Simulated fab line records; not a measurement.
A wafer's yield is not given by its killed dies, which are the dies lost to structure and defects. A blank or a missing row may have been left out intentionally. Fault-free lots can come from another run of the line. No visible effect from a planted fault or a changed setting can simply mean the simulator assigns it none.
fab line records | flow n5Finfet
[record] lots = 5 wafers = 15 lastDay = 14
route steps=1938 shown BEOL_M15@1814 PASS1_DEP@1831 MIM_BOT@1832 MIM_TOP@1834 MIM_TOP_LITHO@1839 MIM_TOP_ETCH@1851 MIM_BOT_LITHO@1854 PASSIVATION@1936
lots that met no fault: from a run of the same line without faults
startH: hours from the record's first day to the start of the lot's first wafer shown | waitH: hours from the lot's prior step to this one | " the same as in the row above | L1.1+2: a row that stands for several wafers | - either no value or no given start | * or withheld: withheld | < > ~ a bound
route shown NAME@n: names a module that has steps shown in the file, with the first one's number in the route | usual: mean/standard deviation taken from wafers without a fault | same: alike in all rows | chamber/n: place in a boat | sites: readings site by site | _std_site: how widely they spread, as a standard deviation | _edge_site: mean of outer sites minus mean of inner sites | radiusMm: how far each site lies from the wafer's centre | mask NAME#n: copy n | behind: the most recent tool/chamber to have shaped the wafer | hold: why the lot was held/for how many hours/how that ended | device: which transistor (n, p or np) failed to switch | end of line: the tests these same wafers got at the end of their route | a step with no rows: only its recipe | killed: dies lost to structure and defects at the first sort, not the wafer's yield | map: per-die view of a wafer (x killed, . not killed, _ where there is no die)
set.NAME: the setting that was run; set.NAME@STEP: the one run at that earlier step | model.NAME: the simulator's own value behind a step, which no gauge read
a table for each step, a row for each wafer; lots at some steps of the route
services: a tool's chamber out of use, with start hour (startH, from the record's first day; less than 0 if before it), hours out, and reason
[[steps]]
[step N5_BEOL_M15_ETCH_38]
[recipe] chemistry = CF4/N2 target = SiCN targetDepthA = 1064 taperDeg = 2 timeS = 120.5 ionEnergyEv = 150 maskMaterial = SiO2 pressureMtorr = 40 sourceW = 430 biasW = 70 Ar_flow_sccm = 100 cf4FlowSccm = 60 n2FlowSccm = 60
[step N5_BEOL_M15_PRECLEAN_39]
[recipe] chemistry = residueRemover timeS = 60 tempC = 40
[step N5_BEOL_M15_SRD_40]
[recipe] timeS = 30 tempC = 23 rinseLiquid = diw dry = n2Spin spinRpm = 1500 dryTimeS = 30
[step N5_BEOL_M15_DEGAS_41]
[recipe] ambient = vacuum tempC = 300 timeS = 60
[step N5_BEOL_M15_PRE_CLEAN_42]
[recipe] gas = H2/He timeS = 30 tempC = 300
[step N5_BEOL_M15_SPUTTER_43]
[recipe] material = TaN targetThkA = 150 tempC = 50 biasV = 168.6 powerW = 15000 chamberPressurePa = 0.12 timeS = 24.19
[step N5_BEOL_M15_SPUTTER_44]
[recipe] material = Ta targetThkA = 150 tempC = 50 biasV = 80 powerW = 15000 chamberPressurePa = 0.07 timeS = 24.19
[step N5_BEOL_M15_SPUTTER_45]
[recipe] material = Cu targetThkA = 1000 tempC = -20 biasV = 60 powerW = 26000 chamberPressurePa = 0.13 timeS = 16.67
[step N5_BEOL_M15_ECD_47]
[recipe] material = Cu targetThkA = 18600
[step N5_BEOL_M15_ANNEAL_48]
[recipe] tempC = 225 timeS = 90 ambient = N2
[step N5_BEOL_M15_CMP_49]
[recipe] stopOn = SiO2 tOverpolishS = 4.9 downForcePsi = 2 platenRpm = 80 clearingPlatenDownForcePsi = 2 clearingPlatenRpm = 80 postCmpClean = cuAlkaline targetThkNm = 850 clearingPlatenPadVelocityMS = 1.5917 padVelocityMS = 1.5917
[step N5_BEOL_M15_PRE_CLEAN_52]
[recipe] gas = NH3 timeS = 15 tempC = withheld rfPowerW = 300
// columns lot.wafer tool chamber startH waitH
L560.1+3+6 pecvd-04 0,2,1 278.94 0.0
L565.1+2+6 pecvd-03 1,0,1 297.67 0.0
L563.1+4+6 pecvd-04 2,1,2 301.89 0.0
L566.2+3+5 pecvd-04 1,0,2 327.29 0.0
L567.4+5+6 pecvd-04 1,2,1 328.33 0.0
[step N5_BEOL_M15_DEP_53]
[recipe] material = SiCN targetThkA = 500 tempC = withheld precursor = 3MS/NH3 pressureTorr = 3 rfW = 675 timeS = 17.8
[step N5_PASSIVATION_PECVD_00]
[recipe] material = SiO2 targetThkA = 2000 tempC = 400 precursor = SiH4/N2O pressureTorr = 2.7 rfW = 608 timeS = 11.2
[step N5_MIM_BOT_DEGAS_01]
[recipe] ambient = vacuum tempC = 300 timeS = 60
[step N5_MIM_BOT_SPUTTER_00]
[recipe] material = TiN targetThkA = 350 tempC = 200 powerW = 3000 chamberPressurePa = 0.49996 gas = Ar reactivePartialPa = 0.37997 timeS = 89.7
[step N5_MIM_TOP_ALD_00]
[recipe] material = Al2O3 targetThkA = * tempC = withheld aldPrecursorFamily = TMA aldCoReactant = O3 pulseTimeS = withheld purgeTimeS = 3 coReactantPurgeTimeS = withheld coReactantPulseTimeS = 3 aldCycles = withheld
[step N5_MIM_TOP_ALD_01]
[recipe] material = HfO2 targetThkA = 56 tempC = withheld aldPrecursorFamily = Hf-amide aldCoReactant = O3 pulseTimeS = 1 purgeTimeS = 3 coReactantPurgeTimeS = 2 coReactantPulseTimeS = 3 aldCycles = 62
[step N5_MIM_TOP_ALD_02]
[recipe] material = Al2O3 targetThkA = * tempC = withheld aldPrecursorFamily = TMA aldCoReactant = O3 pulseTimeS = withheld purgeTimeS = 3 coReactantPurgeTimeS = withheld coReactantPulseTimeS = 3 aldCycles = withheld
[step N5_MIM_TOP_DEGAS_04]
[recipe] ambient = vacuum tempC = 300 timeS = 60
[step N5_MIM_TOP_SPUTTER_03]
[recipe] material = TiN targetThkA = 350 tempC = 200 powerW = 3000 chamberPressurePa = 0.49996 gas = Ar reactivePartialPa = 0.37997 timeS = 89.7
[step N5_MIM_TOP_LITHO_HMDS_01]
[recipe] timeS = 60 tempC = 120
[step N5_MIM_TOP_LITHO_COAT_02]
[recipe] spinRpm = * resistThkNm = *
[step N5_MIM_TOP_LITHO_EBR_04]
[recipe] solvent = PGMEA ebrWidthMm = 1.5
[step N5_MIM_TOP_LITHO_SOFTBAKE_03]
[recipe] tempC = 100 timeS = 90
[step N5_MIM_TOP_LITHO_EXPOSE_05]
[recipe] maskId = MIM_TOP na = 0.55 sourceShape = conventional sigmaOuter = 0.8 polarization = unpolarized targetCdNm = 2000 doseMj = 20.5
[step N5_MIM_TOP_LITHO_PEB_06]
[recipe] pebTempC = withheld pebTimeS = *
[step N5_MIM_TOP_LITHO_DEVELOP_07]
[recipe] developTimeS = 60 rinseLiquid = diw dry = airSpin devTempC = 21
[step N5_MIM_TOP_LITHO_HARDBAKE_09]
[recipe] tempC = 130 timeS = 120
[step N5_MIM_TOP_LITHO_DESCUM_10]
[recipe] chemistry = O2 timeS = 7.9 sourcePowerW = 50 biasPowerW = 20 pressureMtorr = 20 rfFrequencyHz = 2.712e+07 tempC = 40 o2FlowSccm = 225
[step N5_MIM_TOP_ETCH_ETCH_00]
[recipe] chemistry = Cl2/BCl3 target = TiN targetDepthA = 385 ionEnergyEv = 150 pressureMtorr = 10 icpW = 1000 biasW = 126 Cl2_flow_sccm = 53.25 bcl3FlowSccm = 21.75 Ar_flow_sccm = 25
[step N5_MIM_TOP_ETCH_STRIP_01]
[recipe] chemistry = O2 powerW = 600 tempC = 60 pressureMtorr = 30 rfFrequencyHz = 6e+07 biasPowerW = 0 overashFraction = 0.5 o2FlowSccm = 225
[step N5_MIM_TOP_ETCH_PECVD_03]
[recipe] material = SiNx targetThkA = 200 tempC = 400 precursor = SiH4/NH3/N2 pressureTorr = 1.5 rfW = 300 timeS = 17.6
[step N5_MIM_BOT_LITHO_HMDS_01]
[recipe] timeS = 60 tempC = 120
[step N5_MIM_BOT_LITHO_COAT_02]
[recipe] spinRpm = * resistThkNm = *
[step N5_PASSIVATION_PROBE_49]
[usual] defectLimitedYield = 90.9/1.6 killed_at_M0_to_M3 = 34/10 killed_at_M4_up = 13/5.4 killedAtContacts = 13/6 killedAtFrontEnd = 42/13 killedAtOther = 4/3.2 killedDies = 107/18 killedOpen = 69/14 killedShort = 35/7.7 sort_bin_4_leakage = 0.02/0.17 sort_bin_5_function = 5.3/1 sort_bin_6_memory = 3.3/0.75 sortNPass = 1073/19 sortYieldPct = 90.9/1.6
[same] grossDies = 1180 killedAtBackSide = 0 sort_bin_8_speed[%] = 0
// columns lot.wafer tool chamber startH waitH defectLimitedYield[%] killed_at_M0_to_M3 killed_at_M4_up killedAtContacts killedAtFrontEnd killedAtOther killedDies killedOpen killedShort sort_bin_4_leakage[%] sort_bin_5_function[%] sort_bin_6_memory[%] sortNPass sortYieldPct[%]
L563.1 prober-02 - 315.58 0.0 73.5 34 234 12 33 0 313 58 24 0 17.0 3.8 867 73.5
L563.4 prober-02 - 315.73 0.2 71.5 23 246 4 62 1 336 55 31 0 18.9 3.7 844 71.5
L563.6 prober-02 - 315.83 0.3 70.0 29 259 11 54 1 354 63 26 0 18.8 5.4 826 70.0
L567.4 prober-02 - 342.09 0.2 72.3 33 251 11 31 1 327 60 34 0 18.0 4.7 853 72.3
L567.5 prober-02 - 342.14 0.2 76.4 29 212 9 26 3 279 50 24 0 14.7 4.0 901 76.4
L567.6 prober-02 - 342.19 0.3 72.3 27 246 15 25 14 327 52 35 0 16.4 5.8 853 72.3
L566.2 prober-01 - 342.62 0.1 77.8 29 175 14 39 5 262 56 33 0 13.6 5.2 918 77.8
L566.3 prober-01 - 342.67 0.1 76.4 18 205 4 49 3 279 44 36 0 13.6 4.6 901 76.4
L566.5 prober-01 - 342.77 0.2 70.6 29 263 17 35 3 347 52 34 0 16.9 5.7 833 70.6
// killed by level:class
L563.1 BEOL_M13:unspecified=141 BEOL_M15:unspecified=84 STI_FIN_REVEAL:geometricParticle:open=12 BEOL_M0_SAQP:geometricParticle:open=12 MOL_CONTACT_COAG:geometricParticle:open=10 BEOL_M4:geometricParticle:open=5 BEOL_M0_SAQP:geometricParticle:short=5 BEOL_M1:geometricParticle:open=5
L563.4 BEOL_M13:unspecified=146 BEOL_M15:unspecified=87 FIN_SAQP:geometricParticle:open=14 STI_FIN_REVEAL:geometricParticle:open=14 HKMG_FIN:areaEtch=11 BEOL_M3:geometricParticle:open=7 STI_FIN_REVEAL:geometricParticle:short=7 FIN_SAQP:geometricParticle:short=4
L563.6 BEOL_M13:unspecified=153 BEOL_M15:unspecified=102 STI_FIN_REVEAL:geometricParticle:open=13 FIN_SAQP:geometricParticle:open=11 DUMMY_GATE:geometricParticle:open=8 BEOL_M3:geometricParticle:open=7 MOL_CONTACT_COAG:geometricParticle:short=6 BEOL_M1:geometricParticle:open=6
L567.4 BEOL_M13:unspecified=141 BEOL_M15:unspecified=90 BEOL_M4:geometricParticle:open=15 BEOL_M0_SAQP:geometricParticle:short=11 MOL_CONTACT_COAG:geometricParticle:open=10 BEOL_M0_SAQP:geometricParticle:open=10 STI_FIN_REVEAL:geometricParticle:open=6 BEOL_M2:geometricParticle:open=6
L567.5 BEOL_M13:unspecified=112 BEOL_M15:unspecified=93 BEOL_M1:geometricParticle:open=8 BEOL_M0_SAQP:geometricParticle:open=6 GATE_CUT:geometricParticle:open=5 MOL_CONTACT_COAG:geometricParticle:open=5 BEOL_M0_SAQP:geometricParticle:short=5 BEOL_M2:geometricParticle:open=5
L567.6 BEOL_M13:unspecified=139 BEOL_M15:unspecified=94 BEOL_M0_SAQP:geometricParticle:open=10 MOL_CONTACT_COAG:geometricParticle:open=9 BEOL_M4:geometricParticle:open=7 HKMG_FIN:areaEtch=7 MOL_CONTACT_COAG:geometricParticle:short=6 BEOL_M0_SAQP:geometricParticle:short=6
L566.2 BEOL_M15:unspecified=98 BEOL_M13:unspecified=66 MOL_CONTACT_COAG:geometricParticle:open=9 STI_FIN_REVEAL:geometricParticle:open=7 BEOL_M0_SAQP:geometricParticle:open=7 BEOL_M2:geometricParticle:open=7 FIN_SAQP:geometricParticle:short=6 FIN_SAQP:geometricParticle:open=5
L566.3 BEOL_M13:unspecified=152 BEOL_M15:unspecified=45 FIN_SAQP:geometricParticle:short=13 FIN_SAQP:geometricParticle:open=9 STI_FIN_REVEAL:geometricParticle:open=7 STI_FIN_REVEAL:geometricParticle:short=4 GATE_CUT:geometricParticle:short=4 BEOL_M0_SAQP:geometricParticle:short=4
L566.5 BEOL_M13:unspecified=154 BEOL_M15:unspecified=105 MOL_CONTACT_COAG:geometricParticle:open=11 STI_FIN_REVEAL:geometricParticle:open=9 BEOL_M2:geometricParticle:open=9 BEOL_M0_SAQP:geometricParticle:short=8 MOL_CONTACT_COAG:geometricParticle:short=6 BEOL_M0_SAQP:geometricParticle:open=6
// map L563.6 (x killed, . not)
_________________.....x.x.x.x________________
______________x........x.xxxxxx._____________
___________.........xxxxxxxxxxxx...__________
__________x.x...xxxx..xxxxxxxxxxxxx._________
________...........xxxxxxxxxxxx.x....._______
_______..x........x.xxxxxxxxxxxx...x...______
______............x.xxxxxxxxxxx.x......x_____
_____...........x..xxxxxxxxxxxx..........____
____..................xxxxxxxxxx..........___
___.xx.....x.........xx.x..x...x.......xx..__
___..............x.x..x.xxx.......xx.......__
__...........xx........xx..x..x..x.........x_
__................x.x.....xxx.x...x........._
_.....x.........x......x.x...x.x.............
_.....................x..xxxxxxx....x........
_...........x.........xxxxxxxxxxx......x....x
_........x.......xx..xxxxxxxxxxx.x...x.......
_.x.................xxxxxxxxxxxxxx...........
_x...................xxxxxxxxxxxxxxx.....x...
_....x...........x.xx.xxxxxxxxxxxxx.x...x....
_.....................xxxxxxxxxxxxx....x.....
__x................x.xxxxxxxxxxxxxxx...x...._
__.........x......xxxxxxxxxxxxxx...x........_
___..........x.......xxxxxxxxxxxxxx........__
___......x..x.x.......x.x.xxxxxxxx.x.......__
____.......xx....x....x....xxx.x..........___
_____x..............x...xxxx.x.x.......x.____
______..x...................x.x......x.._____
_______......x......x......x....x....x.______
________.....x........................_______
__________.x...........x.x.x.....x.x_________
___________..........x.....x.x.....__________
______________...x...x.........._____________
_________________.x......x...________________
// map L566.5 (x killed, . not)
_________________...x.xx.xx.x________________
______________.......xxxxxxx.xx._____________
___________......xx..x.xxxxxxxxx...__________
__________.....x..xxxxxxxxxxxx.x.x.x_________
________.....x......xxxxxxxxxxxxx....._______
_______..............xxxxxxxxxxxx......______
______........x..xxxxx.xxxxxxx.xx.x....._____
_____.............x.xxxxxxxxxxxx.x.......____
____........x.....xx.x.xx.xxx.x..x........___
___.......x...x..x.....xxx.xxx.x.....x.....__
___..................x..xxx................__
__....x...x...............x.......x.......x._
__.x.....................x..x.......x.x....._
_..........x.............xx..x.x.........x...
_x.......x.............xxxxxxx.x.x.x......x..
_.x......x.....x.....x.xxxxxxxxxxx..x........
_x.................x...xxxxxxxxxxxx.xx.......
_.x.....x............xxxxxxxxxxxxxx..x.....x.
_..................xxxxxxxxxxxxxxx.x...x.....
_........x...x...x..xxxxxxxxxxxxxxx..x.......
_x.....xx..........xxxxxxxxxxxxxxxx.x...x....
__..........x.......xxxxxxxxxxxxxxxx........_
__...x...............xxxxxxxxxxxx.xx....xx.._
___x.................xxxxxxxxxxxxxxxx......__
___....x..........x...x..xxxxxxxxx.........__
____...................xx.xxx..x..x.......___
_____......x...x....x..x...x.............____
______.x....x.............x.........x..._____
_______......x.........................______
________x............x......x........x_______
__________.........................._________
___________......x..........x......__________
______________.................._____________
_________________............________________
[[services]]
// columns tool chamber startH hours kind
pecvd-04 0 328.05 5.5 scheduledDown
[[key]]
[firstSign] step = N5_PASSIVATION_PROBE_49 reading = killed_at_M4_up direction = up sigmas = 40 usual = 13 struck = 232
[effect] step = N5_PASSIVATION_PROBE_49 reading = defectLimitedYield direction = down sigmas = 11 usual = 90.9 struck = 73.4
[moreKillsBornAt] N5_BEOL_M15_PRE_CLEAN_52@pecvd-04 = 798
metAt N5_BEOL_M15_PRE_CLEAN_52
struckWafers L563.1,L563.4,L563.6,L566.2,L566.3,L566.5,L567.4,L567.5,L567.6
[baselineLoss] step = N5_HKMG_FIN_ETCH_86 wafers = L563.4
onsetBetween 278.94 301.89
alsoFits time
[earlierFault] kind = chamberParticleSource tool = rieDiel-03 chamber = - onsetH = 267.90 steps = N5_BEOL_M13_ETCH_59 ratePerVisitCm2 = 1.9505 untilTheNextWetClean = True
[earlierFault] kind = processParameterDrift tool = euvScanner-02 chamber = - onsetH = 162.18 steps = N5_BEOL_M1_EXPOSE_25 channel = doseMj offset = 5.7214 shape = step actsIn = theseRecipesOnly stated = 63
[fault] kind = chamberParticleSource tool = pecvd-04 chamber = - onsetH = 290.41 steps = N5_BEOL_M15_PRE_CLEAN_52 ratePerVisitCm2 = 0.49827
// baselineLoss: these wafers lose ten dies or more at that step, a loss of the line's own and not of a fault; the sort's usual values leave them out
